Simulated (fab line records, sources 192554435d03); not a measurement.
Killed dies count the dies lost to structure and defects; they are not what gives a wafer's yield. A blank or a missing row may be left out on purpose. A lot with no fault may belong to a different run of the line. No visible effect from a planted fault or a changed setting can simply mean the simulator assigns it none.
Which tool did it? + flow n5 finfet + Sampling: 10 lots, 29 wafers, 5 of 1938 route steps

## WHAT EACH GAUGE READ, for each wafer
N5_BEOL_M2_THK_MEAS_01.
| lot  | measured     | on            | M2_ILD_THK (nm) |
|------|--------------|---------------|-----------------|
| L792 | day 7 07:43  | film metro-02 | 77.8 76.9 78.1  |
| L793 | day 7 07:55  | film metro-02 | 77.5 78.4 79.3  |
| L795 | day 7 19:04  | film metro-01 | 78.0 78.6 79.9  |
| L798 | day 8 13:46  | film metro-02 | 77.8 78.1 78.1  |
| L802 | day 9 09:11  | film metro-01 | 77.4 79.3 79.0  |
| L804 | day 9 17:15  | film metro-01 | 106.8 79.3 80.3 |
| L803 | day 9 19:01  | film metro-01 | 79.0 80.6 81.0  |
| L805 | day 9 23:21  | film metro-01 | 79.5 106.3      |
| L813 | day 12 02:44 | film metro-01 | 79.0 79.3 80.1  |
| L814 | day 12 09:07 | film metro-01 | 76.5 78.5 79.9  |

## EACH LOT AND THE TOOL THAT RAN IT (in order: tool; ch and the chambers of the sampled wafers; start)
| lot  | N5_BEOL_M1_SPUTTER_48        | N5_BEOL_M1_ANNEAL_80         | N5_BEOL_M1_SPUTTER_92        | N5_BEOL_M2_ILD_DEP_00           |
|------|------------------------------|------------------------------|------------------------------|---------------------------------|
| L792 | pvd sputter-02, day 7 04:43  | pvd sputter-02, day 7 05:01  | pvd sputter-02, day 7 06:02  | pecvd-04 ch 0,2, day 7 07:39    |
| L793 | pvd sputter-01, day 7 04:59  | pvd sputter-01, day 7 05:17  | pvd sputter-01, day 7 06:18  | pecvd-04 ch 1,2, day 7 07:51    |
| L795 | pvd sputter-03, day 7 15:46  | pvd sputter-03, day 7 16:04  | pvd sputter-03, day 7 17:05  | pecvd-02 ch 0,1, day 7 19:00    |
| L798 | pvd sputter-02, day 8 10:46  | pvd sputter-02, day 8 11:04  | pvd sputter-02, day 8 12:05  | pecvd-02 ch 0,1, day 8 13:42    |
| L802 | pvd sputter-03, day 9 06:13  | pvd sputter-03, day 9 06:31  | pvd sputter-03, day 9 07:32  | pecvd-04 ch 1,2, day 9 09:07    |
| L804 | pvd sputter-01, day 9 14:16  | pvd sputter-01, day 9 14:34  | pvd sputter-01, day 9 15:35  | pecvd-04 ch 0,2, day 9 17:11    |
| L803 | pvd sputter-03, day 9 15:59  | pvd sputter-03, day 9 16:17  | pvd sputter-03, day 9 17:19  | pecvd-02 ch 1,2, day 9 18:57    |
| L805 | pvd sputter-01, day 9 18:07  | pvd sputter-01, day 9 18:25  | pvd sputter-01, day 9 21:21  | pecvd-04 ch 0,1, day 9 23:17    |
| L813 | pvd sputter-03, day 11 23:47 | pvd sputter-03, day 12 00:05 | pvd sputter-03, day 12 01:07 | pecvd-01 ch 0,2, day 12 02:40   |
| L814 | pvd sputter-03, day 12 06:11 | pvd sputter-03, day 12 06:29 | pvd sputter-03, day 12 07:30 | pecvd-02 ch 0,1,2, day 12 09:03 |
- N5_BEOL_M1_SPUTTER_48: material Cu, target thk 4.5 nm, time 8.29 s.
- N5_BEOL_M1_ANNEAL_80: time 240 s.
- N5_BEOL_M1_SPUTTER_92: material Cu, target thk 4.5 nm, time 8.29 s.
- N5_BEOL_M2_ILD_DEP_00: deposits SiOC from DEMS/O2, target thk 79 nm, time 15.3 s.

## THE ANSWER, worked out from the rows above alone
Rule: the usual values come from the lots themselves. Put in order of their means at a reading, lots are off if they are a third of the lots or fewer, leave a main group of 4 or more, and stand apart from it by a gap of 3 or more times the standard deviation of the main group's means; of several such gaps the widest counts. The tables above print the reading to a certain number of digits; a main group whose means all agree to those digits is not used. A lot without any number at a reading at which 4 lots or more have one is off too. Where the step has rows for the other lots, those lots are counted as sound.
Off: at N5_BEOL_M2_THK_MEAS_01 (M2_ILD_THK), L804, L805. For the main group the mean is 78.7 nm and the standard deviation 0.78.
If a tool, at a process step before that reading, ran all the lots that are off and no sound lot after the first of them, it fits. The gauges at N5_BEOL_M2_THK_MEAS_01 are tried like those tools. Can't be told from this: 2 tools fit, pvd sputter-01 at N5_BEOL_M1_SPUTTER_48 and N5_BEOL_M1_ANNEAL_80 and N5_BEOL_M1_SPUTTER_92, pecvd-04 at N5_BEOL_M2_ILD_DEP_00.

## WHAT THE SIMULATOR HAD INSERTED
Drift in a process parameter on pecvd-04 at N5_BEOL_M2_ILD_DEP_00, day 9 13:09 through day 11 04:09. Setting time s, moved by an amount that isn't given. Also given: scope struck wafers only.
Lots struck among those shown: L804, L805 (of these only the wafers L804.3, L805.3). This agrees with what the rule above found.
